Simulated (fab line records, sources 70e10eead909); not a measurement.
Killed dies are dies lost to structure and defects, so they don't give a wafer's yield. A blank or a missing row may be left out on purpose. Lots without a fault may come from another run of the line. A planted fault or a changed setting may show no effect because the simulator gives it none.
Which tool did it? | flow nand_harc | 6 lots, 18 wafers sampled, at 5 steps of a route of 1159

WHAT THE GAUGES READ, wafer by wafer
NHARC_A_ONON_D1_THK_MEAS_05: measures by ellipsometry.
lot  | measured     | on            | thk_nm (nm)
L343 | day 8 05:14  | film_metro-01 | 999 999 997
L345 | day 9 05:06  | film_metro-02 | 1001 1001 1000
L347 | day 9 11:44  | film_metro-02 | 1004 1004 1005
L358 | day 12 00:53 | film_metro-02 | 1430 1430 1428 1431 1432 1429
L360 | day 12 04:20 | film_metro-02 | 991 992 991
L362 | day 12 15:39 | film_metro-01 | 1012 1012 1013

WHICH TOOL RAN EACH LOT (tool, then ch and the chambers of the sampled wafers, then the start)
lot  | NHARC_P_BONDPAD_DEGAS_25     | NHARC_P_BONDPAD_PRE_CLEAN_26            | NHARC_P_BONDPAD_ACTIVATE_29        | NHARC_A_ONON_D1_DEP_03
L343 | pvd_sputter-01, day 7 03:16  | pvd_sputter-01, day 7 04:59 or earlier  | rie_diel-05 ch 0,2,3, day 7 04:59  | pecvd_onon-01 ch 0, day 8 04:47
L345 | pvd_sputter-01, day 8 00:27  | pvd_sputter-01, day 8 02:09 or earlier  | rie_diel-09 ch 0,1,3, day 8 02:09  | pecvd_onon-04 ch 0, day 9 04:35
L347 | pvd_sputter-03, day 8 10:14  | pvd_sputter-03, day 8 11:58 or earlier  | rie_diel-05 ch 0,1,3, day 8 11:58  | pecvd_onon-02 ch 0, day 9 11:13
L358 | pvd_sputter-01, day 10 23:02 | pvd_sputter-01, day 11 00:43 or earlier | rie_diel-05 ch 0,2,3, day 11 00:43 | pecvd_onon-02 ch 0, day 12 00:23
L360 | pvd_sputter-02, day 11 02:46 | pvd_sputter-02, day 11 04:27 or earlier | rie_diel-09 ch 1,2,3, day 11 04:27 | pecvd_onon-01 ch 0, day 12 03:50
L362 | pvd_sputter-01, day 11 14:28 | pvd_sputter-01, day 11 16:11 or earlier | rie_diel-05 ch 1,2,3, day 11 16:11 | pecvd_onon-04 ch 0, day 12 15:12
- NHARC_P_BONDPAD_DEGAS_25: time 60 s.
- NHARC_P_BONDPAD_PRE_CLEAN_26: time 30 s.
- NHARC_P_BONDPAD_ACTIVATE_29: chemistry N2, time 60 s.
- NHARC_A_ONON_D1_DEP_03: target thk 1000 nm.

THE ANSWER, worked out from the rows above alone
Rule: what is usual is taken from the lots themselves. Put in order of their means at a reading, lots are off if they are a third of the lots or fewer, leave a main group of 4 or more, and stand apart from it by a gap of 3 or more times the standard deviation of the main group's means; of several such gaps the widest counts. A main group whose means are all the same, to the digits that the tables above print for the reading, isn't used. A lot without any number at a reading at which 4 lots or more have one is off too. The other lots that the step has rows for count as sound.
Off: L358, at NHARC_A_ONON_D1_THK_MEAS_05 (thk_nm). The main group: mean 1001 nm, standard deviation 6.9.
A tool fits if, at a process step before that reading, it ran every lot that is off, and no sound lot after the first of them. The gauges at NHARC_A_ONON_D1_THK_MEAS_05 are tried like those tools. NHARC_P_BONDPAD_PRE_CLEAN_26 gives no start for some lots, so the hours and the order of its lots are those of NHARC_P_BONDPAD_ACTIVATE_29. One fits: pecvd_onon-02 at NHARC_A_ONON_D1_DEP_03. Its last sound lot is L347 (day 9 11:13), its first lot that is off L358 (day 12 00:23): a fault that began between those two fits.

WHAT THE SIMULATOR HAD PUT IN
Process parameter drift: pecvd_onon-02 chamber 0, from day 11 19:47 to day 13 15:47, at NHARC_A_ONON_D1_DEP_03. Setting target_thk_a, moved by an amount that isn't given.
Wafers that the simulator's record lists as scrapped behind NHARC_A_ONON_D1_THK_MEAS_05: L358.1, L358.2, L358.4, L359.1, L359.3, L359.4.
Lots struck among those shown: L358. The rule above found the same.
